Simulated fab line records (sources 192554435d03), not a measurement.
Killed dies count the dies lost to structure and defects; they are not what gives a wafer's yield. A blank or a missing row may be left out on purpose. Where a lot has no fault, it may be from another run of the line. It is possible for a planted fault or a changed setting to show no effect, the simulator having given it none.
Chamber matching || flow n5 finfet || pecvd-04 running N5_BEOL_M8_ILD_DEP_00: 3 sister chambers
The step deposits SiCOH lowk from DEMS/porogen, target thk 179.75 nm, time 33.4 s. 3 wafers are shown with their chamber, then 8 later ones without.

WAFERS PAIRED WITH THEIR CHAMBERS
{"wafer": "L272.2", "chamber": 0, "throttle valve pct (%)": 15.0}
{"wafer": "L272.5", "chamber": 1, "throttle valve pct (%)": 12.8}
{"wafer": "L273.2", "chamber": 2, "throttle valve pct (%)": 13.4}

WAFERS WITHOUT THEIR CHAMBER
{"wafer": "L273.4", "throttle valve pct (%)": 14.4}
{"wafer": "L273.6", "throttle valve pct (%)": 13.4}
{"wafer": "L275.1", "throttle valve pct (%)": 13.4}
{"wafer": "L275.2", "throttle valve pct (%)": 12.9}
{"wafer": "L275.4", "throttle valve pct (%)": 13.0}
{"wafer": "L281.2", "throttle valve pct (%)": 14.7}
{"wafer": "L281.3", "throttle valve pct (%)": 13.4}
{"wafer": "L281.5", "throttle valve pct (%)": 13.1}

EACH ONE'S CHAMBER
{"wafer": "L273.4", "from the rows above": "can't be placed: 0 or 2", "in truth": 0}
{"wafer": "L273.6", "from the rows above": 2, "in truth": 2}
{"wafer": "L275.1", "from the rows above": 2, "in truth": 2}
{"wafer": "L275.2", "from the rows above": "can't be placed: 1 or 2", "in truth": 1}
{"wafer": "L275.4", "from the rows above": "can't be placed: 1 or 2", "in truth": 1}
{"wafer": "L281.2", "from the rows above": 0, "in truth": 0}
{"wafer": "L281.3", "from the rows above": 2, "in truth": 2}
{"wafer": "L281.5", "from the rows above": "can't be placed: 1 or 2", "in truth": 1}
Correct placement for 4 of the 8. Not placeable from these rows: 4 (in 4, the candidates include the true chamber). Number placed wrongly: 0.
How it was worked out, from the rows above alone: a wafer's distance from a chamber is the root of the sum, over the readings, of the square of ((its reading less the chamber's mean) divided by the reading's scatter). The wafer belongs to the nearest chamber; if the next one is less than 2 further off, it can't be placed. The mean given for a chamber averages the wafers shown for that chamber. The scatter (one wafer shown for each chamber): square how far every hidden wafer sits from the nearest shown wafer, average those squares and take the square root.
